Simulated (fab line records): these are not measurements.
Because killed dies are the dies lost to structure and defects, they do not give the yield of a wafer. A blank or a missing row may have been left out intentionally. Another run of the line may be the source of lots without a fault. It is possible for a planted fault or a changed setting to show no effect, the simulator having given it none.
Chamber matching | flow n5 finfet | 4 sister chambers for N5_BEOL_M15_CMP_49 on cmp-03
The step polishes, stops on SiO2, t overpolish 4.9 s, target thk 850 nm. 4 wafers are shown with their chamber, then 9 later ones without.

## WAFERS, EACH WITH ITS CHAMBER
wafer  | chamber | motor current A (A)
L088.5 | 3       | 7.2
L091.1 | 2       | 7.1
L091.2 | 1       | 10.6
L091.4 | 0       | 8.2

## WAFERS MISSING THEIR CHAMBER
wafer  | motor current A (A)
L090.2 | 10.7
L090.5 | 7.4
L090.6 | 7.9
L094.2 | 11.1
L094.3 | 7.9
L094.5 | 8.0
L096.2 | 7.6
L096.3 | 7.4
L096.6 | 10.5

## WHICH CHAMBER EACH ONE RAN IN
wafer  | from the rows above          | in truth
L090.2 | 1                            | 1
L090.5 | can't be placed: 3 or 2      | 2
L090.6 | can't be placed: 0 or 3 or 2 | 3
L094.2 | 1                            | 1
L094.3 | can't be placed: 0 or 3 or 2 | 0
L094.5 | 0                            | 0
L096.2 | can't be placed: 3 or 2 or 0 | 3
L096.3 | can't be placed: 3 or 2      | 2
L096.6 | 1                            | 1
Correct placement for 4 of the 9. These rows do not allow placing 5 (true chamber among the candidates in 5). Number placed wrongly: 0.
How it was worked out, from the rows above alone: a wafer's distance from a chamber is the root of the sum, over the readings, of the square of ((its reading less the chamber's mean) divided by the reading's scatter). If the next closest chamber is less than 2 further off than the closest, the wafer can't be placed; otherwise it belongs to the closest. The mean given for a chamber averages the wafers shown for that chamber. The scatter: root of mean squared gap, hidden wafer to nearest shown wafer, with one shown wafer a chamber.
